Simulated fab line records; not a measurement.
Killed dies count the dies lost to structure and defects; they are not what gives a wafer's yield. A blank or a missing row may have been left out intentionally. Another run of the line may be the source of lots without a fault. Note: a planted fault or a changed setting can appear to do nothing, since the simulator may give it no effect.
Problem report, 8D (eight disciplines) form, completed by code    flow n5 finfet    the parts of the form that need people (team, actions taken, sign-off) are left out

1. PROBLEM STATEMENT
Wafers without a fault read 3.2, standard deviation 2.9; killed at other at N5_PASSIVATION_PROBE_49 reads a mean of 785.5 on 2 wafers belonging to 2 lots. So: +99 or more standard deviations from the usual mean.
First observed at day 14 06:04: wafer L341.4, on prober-01. Wafers with a number at this step in the record: 27, from 9 lots. The rule behind "out" and "out of limits": a value lying over 4 standard deviations away from the usual mean. The other wafers with a number count as sound.

2. WHAT IT IS, WHAT IT ISN'T
question                     is                                                                               is not
which readings at this step  killed at other, defect limited yield, killed dies, sort n pass, sort yield pct  killed_at_M0_to_M3, killed_at_M4_up, killed at contacts, killed at front end, killed short, sort_bin_5_function
which lots                   L341, L342                                                                       L335, L336, L347, L348, L353, L354, L355
which wafers of those lots   L341.4, L342.3                                                                   L341.5, L341.6, L342.2, L342.6
read on which tools          prober-01                                                                        prober-02
when                         from day 14 06:04                                                                up to then (6 sound wafers); but 19 sound wafers of L341, L342, L347, L348, L353, L354, L355 came after

3. WHAT RULES OUT EACH SUSPECT
Counting: if a tool at a process step up to the reading ran every lot that is out, it stays a suspect. Sound lots after the first of them don't rule it out here, since some wafers of a struck lot are sound.
- pecvd-01 at N5_MIM_TOP_ETCH_PECVD_03 (deposits SiNx from SiH4/NH3/N2, target thk 20 nm, time 17.6 s): kept. It ran every lot that is out, first L341 (day 13 20:19).
- pvd sputter-01 at N5_PASSIVATION_DEGAS_18 (time 60 s): kept. Ran every lot that is out, first one L341 (day 14 00:11); last sound lot up to then L335 (day 11 19:55).
- pecvd-04 at N5_PASSIVATION_PECVD_35 (deposits SiNx from SiH4/NH3/N2, target thk 700 nm, time 151.3 s): kept. Ran every lot that is out, first one L341 (day 14 02:15); last sound lot up to then L336 (day 12 00:20).
- prober-01 at N5_PASSIVATION_PROBE_49: kept. Ran every lot that is out, first one L341 (day 14 06:04); last sound lot up to then L335 (day 12 02:35). Its own readings are out on those wafers: defect limited yield, killed at other, killed dies, sort n pass, sort yield pct.
Left after counting: pecvd-01 at N5_MIM_TOP_ETCH_PECVD_03, pvd sputter-01 at N5_PASSIVATION_DEGAS_18, pecvd-04 at N5_PASSIVATION_PECVD_35, prober-01 at N5_PASSIVATION_PROBE_49.

4. THE CAUSE (what the simulator had put in)
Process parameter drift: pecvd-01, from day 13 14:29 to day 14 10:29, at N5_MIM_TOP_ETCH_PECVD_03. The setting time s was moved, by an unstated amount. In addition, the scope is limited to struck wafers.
Of the 4 suspects that counting leaves, this tool is one.

5. THE CHAIN OF EFFECTS, in route order
Each row: a reading where the mean over the struck wafers with a number is more than 3 standard deviations away from the usual. Scope: only readings with a usual standard deviation given in the record; hours: median across lots of the time from each lot's start at the first step in this table that gives one to its start at this step; sigmas: change in usual standard deviations.
hours  step                     reading               usual   on struck wafers  change  sigmas
0      N5_PASSIVATION_PROBE_49  defect limited yield  91.3 %  26.6              -64.7   -50
0      N5_PASSIVATION_PROBE_49  killed at other       3.2     785.5             +782.3  +99 or more
0      N5_PASSIVATION_PROBE_49  killed dies           102     866               +764    +51
0      N5_PASSIVATION_PROBE_49  sort n pass           1078    314               -764    -51
0      N5_PASSIVATION_PROBE_49  sort yield pct        91.3 %  26.6              -64.7   -50
Here are the process steps it includes:
- N5_PASSIVATION_PROBE_49

6. HOW IT WOULD HAVE BEEN CAUGHT EARLIER
The fault began at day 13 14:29; the first out-of-limits reading in this record came at day 14 06:04, 16 hours later.
An alarm limit of 4 standard deviations would not have fired on the tool readings at N5_MIM_TOP_ETCH_PECVD_03 for which the record gives a usual standard deviation, since none of them was out on any struck wafer.
Each of the lots that are out, 2 in all, had begun N5_MIM_TOP_ETCH_PECVD_03 on pecvd-01 no later than day 14 06:04. Holding the tool at that point would not have protected any of them.
